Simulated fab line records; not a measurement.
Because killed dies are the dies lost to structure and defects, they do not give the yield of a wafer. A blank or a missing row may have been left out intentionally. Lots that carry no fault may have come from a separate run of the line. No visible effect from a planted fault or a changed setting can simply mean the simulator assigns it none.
fab line records	flow n5-finfet
record: lots: 11	wafers: 31	last-day: 17
route steps=1938 shown BEOL_M4@1078 PASSIVATION@1936
lots that met no fault: from a run of the same line without faults
start-h: hours from the record's first day to the start of the lot's first wafer shown	wait-h: hours since the lot's step before	" as in the row above	L1.1+2: a row that stands for several wafers	- no value present, or no start provided	* or withheld: withheld	< > ~ a bound
route shown NAME@n: NAME is a module with steps in the file, n the number in the route of the first one	usual: average and standard deviation across the fault-free wafers	same: alike in all rows	chamber/n: place in a boat	sites: readings site by site	_std_site: how widely they spread, as a standard deviation	_edge_site: mean of outer sites minus mean of inner sites	radius-mm: for every site, how far away it sits from the centre of the wafer	mask NAME#n: copy n	behind: the last tool/chamber to shape the wafer	hold: why the lot went on hold/how many hours it stayed there/how the hold came to an end	device: transistor that didn't switch, given as n, p or np	end of line: the route-end tests of the same wafers	a step given without rows: its recipe and nothing more	killed: not the wafer's yield, but the dies lost to structure and defects at the first sort	map: a wafer's dies, marking killed ones x, the rest . and places with no die _
set.NAME: the setting as run; set.NAME@STEP: as run at that earlier step	model.NAME: the simulator's own value behind a step, which no gauge read
route steps across a sampled set of lots; one table per step, one row per wafer
services: from which hour (start-h, from the record's first day; less than 0 if before it) a tool's chamber was out of use, for how many hours, and why
== steps ==
step: N5_BEOL_M4_CD_MEAS_35
recipe: target-cd-nm: 18	target-cd-y-nm: 22.4	polarity: opening
usual: cd-nm: 18.0/0.46
lot.wafer	tool	chamber	start-h	wait-h	cd-nm
L304.1	cd-sem-02	-	164.60	0.0	18.2
L304.5	"	-	"	"	18.3
L305.3	cd-sem-02	-	164.70	0.0	17.6
L305.4	"	-	"	"	18.0
L305.6	"	-	"	"	18.2
L308.2	cd-sem-02	-	191.50	0.0	18.1
L308.4	"	-	"	"	17.7
L308.6	"	-	"	"	18.6
L310.1	cd-sem-03	-	210.29	0.0	17.8
L310.2	"	-	"	"	17.7
L310.5	"	-	"	"	18.0
L314.1	cd-sem-02	-	226.22	0.0	18.0
L314.4	"	-	"	"	18.2
L314.5	"	-	"	"	18.1
L315.5	cd-sem-02	-	241.65	0.0	18.2
L315.6	"	-	"	"	17.3
L317.2	cd-sem-02	-	241.74	0.0	18.0
L317.4	"	-	"	"	17.3
L317.6	"	-	"	"	18.0
L324.1	cd-sem-01	-	286.25	0.0	18.0
L324.4	"	-	"	"	17.3
L324.5	"	-	"	"	18.1
L323.1	cd-sem-02	-	289.95	0.0	18.1
L323.2	"	-	"	"	18.5
L323.4	"	-	"	"	18.6
L325.1	cd-sem-03	-	302.30	0.0	18.8
L325.2	"	-	"	"	18.3
L325.3	"	-	"	"	17.1
L326.1	cd-sem-01	-	302.43	0.0	18.0
L326.2	"	-	"	"	17.9
L326.6	"	-	"	"	17.9
step: N5_BEOL_M4_SPUTTER_81
recipe: material: Cu	target-thk-a: 45	temp-c: -20	chamber-pressure-pa: 0.07	power-w: withheld	time-s: 8.29
usual: chamber-pressure-pa: 0.07003/0.00014	chuck-gas-flow-sccm: 1.26/0.052	throttle-valve-pct: 29.8/1.2
lot.wafer	tool	chamber	start-h	wait-h	chamber-pressure-pa	chuck-gas-flow-sccm	throttle-valve-pct
L305.3	pvd-sputter-02	-	166.19	0.1	0.0703	1.32	27.9
L305.4	"	-	"	"	0.06974	1.37	32.5
L305.6	"	-	"	"	0.07003	1.21	27.9
L304.1	pvd-sputter-01	-	166.21	0.1	0.06988	1.38	29.6
L304.5	"	-	"	"	0.07008	1.24	29.0
L308.2	pvd-sputter-01	-	192.76	0.1	0.07014	1.27	28.8
L308.4	"	-	"	"	0.0701	1.15	30.6
L308.6	"	-	"	"	0.07017	1.26	29.4
L310.1	pvd-sputter-03	-	211.86	0.1	0.07008	1.20	29.9
L310.2	"	-	"	"	0.07006	1.26	30.1
L310.5	"	-	"	"	0.07	1.28	30.0
L314.1	pvd-sputter-01	-	228.08	0.1	0.07032	1.26	29.5
L314.4	"	-	"	"	0.06986	1.16	30.5
L314.5	"	-	"	"	0.07006	1.19	29.0
L317.2	pvd-sputter-03	-	244.90	0.1	0.07015	1.21	30.3
L317.4	"	-	"	"	0.06993	1.39	29.8
L317.6	"	-	"	"	0.07017	1.26	28.4
L315.5	pvd-sputter-02	-	244.91	0.0	0.07005	1.26	30.4
L315.6	"	-	"	"	0.07032	1.32	29.1
L324.1	pvd-sputter-03	-	287.75	0.1	-	-	-
L324.4	"	-	"	"	-	-	-
L324.5	"	-	"	"	-	-	-
L323.1	pvd-sputter-02	-	291.05	0.1	-	-	-
L323.2	"	-	"	"	-	-	-
L323.4	"	-	"	"	-	-	-
L325.1	pvd-sputter-03	-	303.84	0.1	-	-	-
L325.2	"	-	"	"	-	-	-
L325.3	"	-	"	"	-	-	-
L326.1	pvd-sputter-02	-	303.94	0.1	0.06992	1.22	30.4
L326.2	"	-	"	"	0.06972	1.30	29.1
L326.6	"	-	"	"	0.06986	1.33	29.2
step: N5_BEOL_M4_SPUTTER_88
recipe: material: Cu	target-thk-a: 45	temp-c: -20	chamber-pressure-pa: 0.07	power-w: withheld	time-s: 8.29
usual: chamber-pressure-pa: 0.07002/0.00015	chuck-gas-flow-sccm: 1.26/0.053	throttle-valve-pct: 29.8/1.2
lot.wafer	tool	chamber	start-h	wait-h	chamber-pressure-pa	chuck-gas-flow-sccm	throttle-valve-pct
L305.3	pvd-sputter-02	-	166.63	0.1	0.06994	1.31	28.0
L305.4	"	-	"	"	0.06979	1.17	32.3
L305.6	"	-	"	"	0.07	1.27	27.6
L304.1	pvd-sputter-01	-	166.68	0.1	0.06974	1.38	29.5
L304.5	"	-	"	"	0.07027	1.24	29.1
L308.2	pvd-sputter-01	-	193.20	0.1	0.07	1.16	29.0
L308.4	"	-	"	"	0.07007	1.33	30.5
L308.6	"	-	"	"	0.07004	1.27	29.5
L310.1	pvd-sputter-03	-	212.30	0.1	0.06987	1.29	29.8
L310.2	"	-	"	"	0.06997	1.24	30.0
L310.5	"	-	"	"	0.06995	1.27	30.3
L314.1	pvd-sputter-01	-	228.52	0.1	0.06993	1.21	29.2
L314.4	"	-	"	"	0.07	1.28	30.7
L314.5	"	-	"	"	0.07009	1.27	28.9
L317.2	pvd-sputter-03	-	245.34	0.1	0.06966	1.19	30.1
L317.4	"	-	"	"	0.07057	1.28	30.0
L317.6	"	-	"	"	0.06997	1.29	28.6
L315.5	pvd-sputter-02	-	245.35	0.0	0.0698	1.24	30.4
L315.6	"	-	"	"	0.06979	1.37	29.4
L324.1	pvd-sputter-03	-	288.19	0.1	0.06984	1.26	28.6
L324.4	"	-	"	"	0.07008	1.27	30.0
L324.5	"	-	"	"	0.07017	1.21	30.2
L323.1	pvd-sputter-02	-	291.49	0.1	0.06997	1.22	30.6
L323.2	"	-	"	"	0.07008	1.15	27.8
L323.4	"	-	"	"	0.07004	1.31	32.1
L325.1	pvd-sputter-03	-	304.28	0.1	0.06996	1.30	28.3
L325.2	"	-	"	"	0.0699	1.21	30.0
L325.3	"	-	"	"	0.07021	1.17	30.1
L326.1	pvd-sputter-02	-	304.38	0.1	0.06991	1.30	30.3
L326.2	"	-	"	"	0.07007	1.34	29.0
L326.6	"	-	"	"	0.06992	1.36	29.0
step: N5_BEOL_M4_SPUTTER_90
recipe: material: Cu	target-thk-a: 45	temp-c: -20	chamber-pressure-pa: 0.07	power-w: withheld	time-s: 8.29
usual: chamber-pressure-pa: 0.07/0.00014	chuck-gas-flow-sccm: 1.26/0.054	throttle-valve-pct: 29.8/1.3
lot.wafer	tool	chamber	start-h	wait-h	chamber-pressure-pa	chuck-gas-flow-sccm	throttle-valve-pct
L305.3	pvd-sputter-02	-	166.85	0.1	0.06996	1.20	27.8
L305.4	"	-	"	"	0.06986	1.23	32.3
L305.6	"	-	"	"	0.0699	1.25	27.8
L304.1	pvd-sputter-01	-	166.92	0.1	0.07019	1.25	29.4
L304.5	"	-	"	"	0.07012	1.12	29.0
L308.2	pvd-sputter-01	-	193.42	0.1	0.06999	1.28	28.9
L308.4	"	-	"	"	0.06993	1.20	30.4
L308.6	"	-	"	"	0.07003	1.26	29.3
L310.1	pvd-sputter-03	-	212.52	0.1	0.07004	1.24	30.0
L310.2	"	-	"	"	0.07001	1.32	29.9
L310.5	"	-	"	"	0.06979	1.35	30.0
L314.1	pvd-sputter-01	-	228.74	0.1	0.06988	1.26	29.4
L314.4	"	-	"	"	0.07002	1.20	30.4
L314.5	"	-	"	"	0.06986	1.18	29.0
L317.2	pvd-sputter-03	-	245.56	0.1	0.07009	1.27	30.5
L317.4	"	-	"	"	0.06996	1.25	30.2
L317.6	"	-	"	"	0.06981	1.24	28.6
L315.5	pvd-sputter-02	-	245.57	0.0	0.06982	1.29	30.2
L315.6	"	-	"	"	0.06988	1.37	29.1
L324.1	pvd-sputter-03	-	288.41	0.1	0.07023	1.33	28.4
L324.4	"	-	"	"	0.06996	1.27	29.9
L324.5	"	-	"	"	0.07002	1.23	30.1
L323.1	pvd-sputter-02	-	291.71	0.1	0.07	1.22	30.6
L323.2	"	-	"	"	0.06992	1.22	27.7
L323.4	"	-	"	"	0.06983	1.25	32.6
L325.1	pvd-sputter-03	-	304.50	0.1	0.07013	1.25	28.7
L325.2	"	-	"	"	0.07024	1.24	30.0
L325.3	"	-	"	"	0.06993	1.23	30.0
L326.1	pvd-sputter-02	-	304.60	0.1	0.07006	1.22	30.4
L326.2	"	-	"	"	0.06989	1.37	29.0
L326.6	"	-	"	"	0.07001	1.31	29.2
step: N5_BEOL_M4_RC_MEAS_101
usual: DIBL_N: 36.0/2.2	DIBL_P: 35.9/2.6	IOFF_N: 0.16/0.038	IOFF_P: 0.21/0.042	ION_N: 675/15	ION_P: 463/10	SS_N: 71.5/0.62	SS_P: 73.2/0.76	VT_N: 250/4.1	VT_P: -251/3.6
lot.wafer	tool	chamber	start-h	wait-h	DIBL_N[mV/V]	DIBL_P[mV/V]	IOFF_N[nA/um]	IOFF_P[nA/um]	ION_N[uA/um]	ION_P[uA/um]	SS_N[mV/dec]	SS_P[mV/dec]	VT_N[mV]	VT_P[mV]
L304.1	prober-01	0	168.74	0.0	37.3	37.3	0.17	0.21	674	461	71.5	73.2	251	-254
L304.5	"	0	"	"	35.4	35.0	0.14	0.19	667	454	71.6	72.4	251	-253
L305.3	prober-02	0	168.92	0.3	36.3	37.2	0.17	0.21	675	458	72.3	73.5	249	-252
L305.4	"	0	"	"	35.1	36.8	0.15	0.19	662	454	71.6	73.3	251	-252
L305.6	"	0	"	"	32.8	34.1	0.12	0.16	672	463	70.7	72.1	253	-255
L308.2	prober-01	0	195.36	0.2	38.7	39.3	0.21	0.26	690	471	72.2	74.5	245	-249
L308.4	"	0	"	"	36.1	35.5	0.16	0.19	675	459	72.4	73.7	249	-251
L308.6	"	0	"	"	33.1	32.3	0.12	0.16	662	452	71.2	72.1	252	-253
L310.1	prober-01	0	214.28	0.0	36.5	35.6	0.15	0.20	672	462	71.5	73.3	249	-249
L310.2	"	0	"	"	34.2	34.0	0.13	0.19	682	473	70.9	72.4	253	-250
L310.5	"	0	"	"	35.0	34.3	0.13	0.19	673	465	70.7	72.6	251	-249
L314.1	prober-01	0	230.50	0.0	38.5	36.9	0.16	0.26	684	475	71.2	73.7	248	-247
L314.4	"	0	"	"	32.9	30.5	0.09	0.17	639	447	70.3	72.9	257	-250
L314.5	"	0	"	"	37.7	36.0	0.16	0.25	674	474	71.4	73.6	248	-245
L317.2	prober-02	0	247.47	0.2	36.8	35.6	0.16	0.23	677	467	70.6	73.3	249	-247
L317.4	"	0	"	"	37.0	36.6	0.16	0.25	671	471	71.9	73.8	247	-248
L317.6	"	0	"	"	36.8	36.4	0.16	0.24	685	473	71.2	72.4	250	-253
L315.5	prober-01	0	247.91	0.6	34.9	34.8	0.14	0.18	681	466	71.4	72.5	250	-250
L315.6	"	0	"	"	35.5	36.6	0.15	0.20	666	456	71.6	73.4	246	-254
L324.1	prober-02	0	290.17	0.0	35.9	36.9	0.17	0.28	684	476	71.5	74.2	249	-243
L324.4	"	0	"	"	32.9	32.5	0.12	0.19	663	462	70.3	72.6	255	-249
L324.5	"	0	"	"	33.8	31.9	0.12	0.18	656	454	70.8	72.2	252	-251
L323.1	prober-02	0	293.57	0.0	38.0	39.0	0.20	0.25	685	465	72.1	74.5	248	-251
L323.2	"	0	"	"	34.9	35.5	0.15	0.19	689	469	71.6	73.0	250	-250
L323.4	"	0	"	"	34.1	34.3	0.13	0.18	664	458	71.3	73.1	253	-254
L325.1	prober-01	0	306.25	0.0	37.4	40.0	0.21	0.26	678	458	71.8	74.5	242	-250
L325.2	"	0	"	"	33.0	33.5	0.14	0.17	679	467	71.5	72.5	249	-254
L325.3	"	0	"	"	37.6	40.5	0.22	0.25	692	470	72.9	74.6	244	-249
L326.1	prober-02	0	306.35	0.0	36.0	37.0	0.18	0.25	684	464	71.0	73.4	245	-248
L326.2	"	0	"	"	35.7	36.7	0.18	0.25	693	475	71.2	73.6	244	-245
L326.6	"	0	"	"	35.6	37.8	0.19	0.28	700	491	71.5	74.2	245	-245
step: N5_PASSIVATION_PROBE_49
usual: defect-limited-yield: 91.4/1.6	killed_at_M0_to_M3: 35/10	killed_at_M4_up: 12/4.7	killed-at-contacts: 12/5.8	killed-at-front-end: 38/12	killed-at-other: 4/3.2	killed-dies: 102/18	killed-open: 68/14	killed-short: 32/8	sort_bin_5_function: 5.1/0.96	sort_bin_6_memory: 3.2/0.77	sort_bin_8_speed: 0.1/0.39	sort-n-pass: 1078/20	sort-yield-pct: 91.3/1.7
same: gross-dies: 1180	killed-at-back-side: 0	sort_bin_4_leakage[%]: 0
lot.wafer	tool	chamber	start-h	wait-h	defect-limited-yield[%]	killed_at_M0_to_M3	killed_at_M4_up	killed-at-contacts	killed-at-front-end	killed-at-other	killed-dies	killed-open	killed-short	sort_bin_5_function[%]	sort_bin_6_memory[%]	sort_bin_8_speed[%]	sort-n-pass	sort-yield-pct[%]
L324.1	prober-02	-	390.75	0.4	90.8	41	19	17	31	1	109	70	33	5.7	3.0	0	1071	90.8
L324.4	prober-02	-	390.90	0.5	89.0	46	14	22	39	9	130	74	51	5.9	4.6	0	1050	89.0
L324.5	prober-02	-	390.95	0.6	89.2	58	18	12	37	3	128	74	45	6.2	4.2	0	1052	89.2
L323.1	prober-01	-	394.30	0.0	92.5	18	13	10	35	12	88	52	31	4.6	2.7	0	1092	92.5
L323.2	prober-01	-	394.35	0.1	91.6	23	7	3	60	6	99	63	34	4.5	3.5	0	1081	91.6
L323.4	prober-01	-	394.45	0.2	90.1	29	17	11	52	8	117	79	33	6.6	3.1	0	1063	90.1
L325.1	prober-01	-	408.40	0.0	93.2	20	12	13	29	6	80	44	30	4.2	2.2	0	1100	93.2
L325.2	prober-01	-	408.45	0.1	93.7	16	14	15	23	6	74	42	29	3.5	2.3	0	1106	93.7
L325.3	prober-01	-	408.50	0.1	93.3	18	18	5	38	0	79	50	22	3.6	3.1	0	1101	93.3
killed by level:class
L324.1 MOL_CONTACT_COAG:geometric-particle:open=14 BEOL_M0_SAQP:geometric-particle:short=13 FIN_SAQP:geometric-particle:open=8 BEOL_M3:geometric-particle:open=7 GATE_CUT:geometric-particle:short=6 BEOL_M0_SAQP:geometric-particle:open=6 BEOL_M2:geometric-particle:open=6 BEOL_M4:interface-void-opened=5
L324.4 MOL_CONTACT_COAG:geometric-particle:open=17 BEOL_M3:geometric-particle:open=12 GATE_CUT:geometric-particle:short=11 FIN_SAQP:geometric-particle:short=10 BEOL_M0_SAQP:geometric-particle:short=9 BEOL_M0_SAQP:geometric-particle:open=7 BEOL_M1:geometric-particle:open=6 BEOL_M4:interface-void-opened=5
L324.5 FIN_SAQP:geometric-particle:short=11 BEOL_M0_SAQP:geometric-particle:open=11 BEOL_M0_SAQP:geometric-particle:short=10 BEOL_M1:geometric-particle:open=9 BEOL_M2:geometric-particle:open=9 MOL_CONTACT_COAG:geometric-particle:open=7 BEOL_M4:interface-void-opened=7 GATE_CUT:geometric-particle:short=6
L323.1 STI_FIN_REVEAL:geometric-particle:open=15 MIM_TOP:geometric-particle:short=8 FIN_SAQP:geometric-particle:short=6 MOL_CONTACT_COAG:geometric-particle:short=5 DUMMY_GATE:geometric-particle:open=5 MOL_CONTACT_COAG:geometric-particle:open=5 BEOL_M2:geometric-particle:open=5 BEOL_M4:geometric-particle:open=5
L323.2 STI_FIN_REVEAL:geometric-particle:open=17 DUMMY_GATE:geometric-particle:open=9 BEOL_M3:geometric-particle:open=8 FIN_SAQP:geometric-particle:open=7 FIN_SAQP:geometric-particle:short=6 MIM_TOP:geometric-particle:open=5 STARTING-WAFER:geometric-particle:short=5 STARTING-WAFER:geometric-particle:open=5
L323.4 STI_FIN_REVEAL:geometric-particle:open=16 BEOL_M2:geometric-particle:open=10 MOL_CONTACT_COAG:geometric-particle:open=9 DUMMY_GATE:geometric-particle:open=8 FIN_SAQP:geometric-particle:short=6 BEOL_M3:geometric-particle:open=6 FIN_SAQP:geometric-particle:open=5 BEOL_M4:geometric-particle:open=5
L325.1 MOL_CONTACT_COAG:geometric-particle:open=10 BEOL_M3:geometric-particle:open=8 FIN_SAQP:geometric-particle:short=7 STI_FIN_REVEAL:geometric-particle:open=7 BEOL_M0_SAQP:geometric-particle:short=6 HKMG_FIN:area-etch=4 MOL_CONTACT_COAG:geometric-particle:short=3 BEOL_M4:geometric-particle:open=3
L325.2 MOL_CONTACT_COAG:geometric-particle:open=11 FIN_SAQP:geometric-particle:short=8 BEOL_M4:geometric-particle:open=7 BEOL_M2:geometric-particle:short=5 MOL_CONTACT_COAG:geometric-particle:short=4 FIN_SAQP:geometric-particle:open=3 STI_FIN_REVEAL:geometric-particle:open=3 BEOL_M3:geometric-particle:open=3
L325.3 FIN_SAQP:geometric-particle:open=10 STI_FIN_REVEAL:geometric-particle:open=7 BEOL_M4:interface-void-opened=7 FIN_SAQP:geometric-particle:short=6 BEOL_M2:geometric-particle:open=6 MOL_CONTACT_COAG:geometric-particle:open=5 STARTING-WAFER:geometric-particle:short=4 BEOL_M3:geometric-particle:open=4
== services ==
tool	chamber	start-h	hours	kind
pvd-sputter-01	-	150.27	1.8	repair
== key ==
first-sign: step: N5_BEOL_M4_SPUTTER_81	reading: tool-record	direction: missing
effect none on later readings
met-at N5_BEOL_M4_SPUTTER_81
struck-lots L323,L324,L325
not-acting-at N5_BEOL_M4_CD_MEAS_35,N5_BEOL_M4_SPUTTER_88,N5_BEOL_M4_SPUTTER_90
onset-between 244.91 287.75
fault: kind: skipped-step-whole	tool: pvd-sputter-02,pvd-sputter-03	chamber: -	onset-h: 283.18	steps: N5_BEOL_M4_SPUTTER_81	scope: struck-lots-only
